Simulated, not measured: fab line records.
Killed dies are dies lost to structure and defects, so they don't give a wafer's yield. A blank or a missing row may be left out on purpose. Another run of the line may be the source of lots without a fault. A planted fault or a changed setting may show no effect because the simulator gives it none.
Lot-split experiment | flow n5-finfet | 21 wafers read from 7 lots, route of 1938 steps

ON THE SPLIT
At N5_PMOS_HMC_CHANNEL_EPI_PEB_07 (peb time 60 s), the setting peb-time-s was moved away from the recipe's 60 s on 7 of the 21 wafers read, by -21.4% to +21.0%. For the rest of the wafers, this setting stayed at what the recipe calls for.

FROM THE SPLIT TO THE READING: what the file shows between them, 1 step
- N5_PMOS_HMC_CHANNEL_EPI_DEVELOP_08: develop time 30 s (also split here: develop-time-s)

THE READING
cd-nm, in nm, at N5_PMOS_HMC_CHANNEL_EPI_CD_MEAS_09 (target cd 237.4 nm). Fault-free wafers of this fab line usually give 237.6 nm, standard deviation 0.9 nm.

wafer  | tool, chamber at the split | peb-time-s as run, s | against the recipe | cd-nm, nm | against lot-mates on the recipe
L076.3 | litho-track-05, 0          | 52.77                | -12.0%             | 230.5     | -6.3
L076.4 | litho-track-05, 0          | 52.77                | -12.0%             | 232.6     | -4.2
L076.5 | litho-track-05, 0          | 60                   | recipe             | 236.8     | -
L079.1 | litho-track-01, 0          | 60                   | recipe             | 238.5     | -
L079.5 | litho-track-01, 0          | 47.16                | -21.4%             | 227.5     | -10.2
L079.6 | litho-track-01, 0          | 60                   | recipe             | 236.9     | -
L086.1 | litho-track-03, 0          | 60                   | recipe             | 236.1     | -
L086.4 | litho-track-03, 0          | 60                   | recipe             | 237.2     | -
L086.6 | litho-track-03, 0          | 69.27                | +15.4%             | 242.9     | +6.3
L087.4 | litho-track-05, 0          | 60                   | recipe             | 238.4     | -
L087.5 | litho-track-05, 0          | 60                   | recipe             | 237.5     | -
L087.6 | litho-track-05, 0          | 60                   | recipe             | 238.1     | -
L088.1 | litho-track-05, 0          | 49.07                | -18.2%             | 230.1     | -8.6
L088.5 | litho-track-05, 0          | 49.07                | -18.2%             | 228.5     | -10.2
L088.6 | litho-track-05, 0          | 60                   | recipe             | 238.7     | -
L096.1 | litho-track-03, 0          | 60                   | recipe             | 236.9     | -
L096.2 | litho-track-03, 0          | 60                   | recipe             | 235.8     | -
L096.6 | litho-track-03, 0          | 72.63                | +21.0%             | 244.1     | +7.7
L097.1 | litho-track-05, 0          | 60                   | recipe             | 235.2     | -
L097.3 | litho-track-05, 0          | 60                   | recipe             | 238.5     | -
L097.6 | litho-track-05, 0          | 60                   | recipe             | 235.6     | -

FIT RESULTS
A straight line over all 21 wafers: cd-nm changes by +0.407 nm for each +1% of peb-time-s; r = +0.96; the points scatter about the line by 1.2 nm.
The same after taking each lot's own level away (the mean of its wafers on the recipe; 21 wafers): +0.447 nm for each +1%; r = +0.98; scatter 0.98 nm.
The reading moves by 9.6 nm for the largest change in peb-time-s, on that fit.
From 236.35 to 238.70 nm: that is the span of the lots' own levels, equal to 2.6 times the standard deviation above.
So the lot-to-lot level changes the slope little: the two slopes agree.
Check: for one of the wafers moved furthest among these (-21.4%), held out of the fit, the line's prediction against its lot-mates is -9.69 nm. It came out at -10.2 nm against them.

ADDITIONAL SPLITS CARRIED BY THESE WAFERS
Other splits were also applied to these wafers ahead of the reading. Each is held against what the fit with the lots' levels taken away leaves over:
other split on the same wafers                    | wafers away from the commonest value | r with cd-nm (lot level and that fit taken away)
N5_WELL_APT_COAT_02 spin-rpm                      | 5                                    | -0.14
N5_PMOS_HMC_CHANNEL_EPI_DEVELOP_08 develop-time-s | 6                                    | +0.19

THE WHOLE CHAIN: every reading that the file lists as answering this split, in the file's order
step                               | what it does                                                           | reading                                                                     | change (the file's fit)               | r (the file's)
N5_PMOS_HMC_CHANNEL_EPI_CD_MEAS_09 | target cd 237.4 nm                                                     | cd-nm                                                                       | +0.441 nm for each +1% of the setting | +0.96
N5_PMOS_HMC_CHANNEL_EPI_DESCUM_14  | chemistry O2, time 7.9 s                                               | PMOS_HMC_CHANNEL_EPI.cd-nm (the simulator's own value, which no gauge read) | +0.435 nm for each +1% of the setting | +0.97
N5_PMOS_HMC_CHANNEL_EPI_ETCH_32    | etches BARC in N2/H2, stops on SiO2, target depth 85.8 nm, time 50.3 s | PMOS_HMC_CHANNEL_EPI.cd-nm (the simulator's own value, which no gauge read) | +0.424 nm for each +1% of the setting | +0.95

FILE'S OWN FIT
cd-nm changes by +0.441 nm for each +1% of peb-time-s, r = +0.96.
